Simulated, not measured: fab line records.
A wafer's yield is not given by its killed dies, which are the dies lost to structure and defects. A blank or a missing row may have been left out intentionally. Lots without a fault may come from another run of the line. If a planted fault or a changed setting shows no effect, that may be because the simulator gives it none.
Lot-split experiment -- flow n5 finfet -- route with 1938 steps; 7 lots, 21 wafers read

== THE SPLIT ITSELF ==
At N5_BEOL_M10_COAT_60 (time 60 s, resist thk 30 nm), the setting spin rpm was moved away from the recipe's 1500 rpm on 7 of the 21 wafers read, by -5.2% to +10.0%. This setting was run at the recipe's value on the other wafers.

== FROM THE SPLIT TO THE READING: what the file shows between them, 5 steps ==
- N5_BEOL_M10_COAT_05: resist thk 90 nm (also split here: spin rpm)
- N5_BEOL_M10_EBR_07
- N5_BEOL_M10_SOFTBAKE_06: time 60 s
- N5_BEOL_M10_DESCUM_16: chemistry O2, time 7.9 s
- N5_BEOL_M10_ETCH_61: etches SiARC in CF4, target depth 39 nm, time 65 s

== THE READING ==
SiARC_of_BEOL_M10_COAT_60.thk nm (the simulator's own value, which no gauge read), in nm, at N5_BEOL_M10_ETCH_62 (etches SOC in N2/H2, target depth 110 nm, overetch 22 nm, time 165 s). The file gives no usual value for it. Average 23.5 nm, standard deviation 0.18 nm, over the 14 wafers here run with the recipe.

wafer,"tool, chamber at the split","spin rpm as run, rpm",against the recipe,"SiARC_of_BEOL_M10_COAT_60.thk nm, nm",against lot-mates on the recipe
L079.1,"litho track-05, 0",1500,recipe,23.6,-
L079.4,"litho track-05, 0",1500,recipe,23.6,-
L079.3,"litho track-05, 0",1500,recipe,23.4,-
L078.2,"litho track-04, 0",1632,+8.8%,22.4,-1.0
L078.3,"litho track-04, 0",1632,+8.8%,22.6,-0.8
L078.6,"litho track-04, 0",1500,recipe,23.4,-
L084.3,"litho track-04, 0",1500,recipe,23.4,-
L084.4,"litho track-04, 0",1500,recipe,23.8,-
L084.5,"litho track-04, 0",1500,recipe,23.6,-
L085.3,"litho track-05, 0",1500,recipe,23.2,-
L085.4,"litho track-05, 0",1500,recipe,23.2,-
L085.5,"litho track-05, 0",1500,recipe,23.6,-
L088.1,"litho track-03, 0",1650,+10.0%,22.2,-1.3
L088.3,"litho track-03, 0",1500,recipe,23.4,-
L088.4,"litho track-03, 0",1500,recipe,23.6,-
L091.2,"litho track-04, 0",1422,-5.2%,24.6,+1.0
L091.3,"litho track-04, 0",1500,recipe,23.6,-
L091.6,"litho track-04, 0",1422,-5.2%,24.4,+0.8
L097.2,"litho track-05, 0",1500,recipe,23.2,-
L097.3,"litho track-05, 0",1451,-3.3%,24,+0.8
L097.5,"litho track-05, 0",1451,-3.3%,24,+0.8

THE FIT
A straight line over all 21 wafers: SiARC_of_BEOL_M10_COAT_60.thk nm changes by -0.135 nm for each +1% of spin rpm; r = -0.94; the points scatter about the line by 0.2 nm.
The same after taking each lot's own level away (the mean of its wafers on the recipe; 21 wafers): -0.134 nm for each +1%; r = -0.95; scatter 0.18 nm.
On that fit, the largest move of spin rpm shifts the reading by 1.3 nm.
Measured against the standard deviation above, the lots' own levels, which go from 23.20 to 23.60 nm, span 2.2 times it.
Consequently the slope shifts little with the lot-to-lot level, the two slopes agreeing.
Check: for one of the wafers moved furthest among these (+10.0%), held out of the fit, the line's prediction against its lot-mates is -1.24 nm. It came out at -1.3 nm against them.

== THESE WAFERS: OTHER SPLITS ==
Before the reading, these wafers also passed through other splits. Each is held against what the fit with the lots' levels taken away leaves over:
other split on the same wafers,wafers away from the commonest value,r with SiARC_of_BEOL_M10_COAT_60.thk nm (lot level and that fit taken away)
N5_BEOL_M10_COAT_05 spin rpm,12,-0.19

== THE WHOLE CHAIN: every reading that the file lists as answering this split, in the file's order ==
step,what it does,reading,change (the file's fit),r (the file's)
N5_BEOL_M10_COAT_60,"time 60 s, resist thk 30 nm","SiARC_of_BEOL_M10_COAT_60.thk nm (the simulator's own value, which no gauge read)",-0.147 nm for each +1% of the setting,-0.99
N5_BEOL_M10_ETCH_61,"etches SiARC in CF4, target depth 39 nm, time 65 s","etch.depth nm (the simulator's own value, which no gauge read)",-0.148 nm for each +1% of the setting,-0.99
N5_BEOL_M10_ETCH_62,"etches SOC in N2/H2, target depth 110 nm, overetch 22 nm, time 165 s","SiARC_of_BEOL_M10_COAT_60.thk nm (the simulator's own value, which no gauge read)",-0.131 nm for each +1% of the setting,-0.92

== THE FILE'S OWN FIT ==
SiARC_of_BEOL_M10_COAT_60.thk nm changes by -0.131 nm for each +1% of spin rpm, r = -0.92.
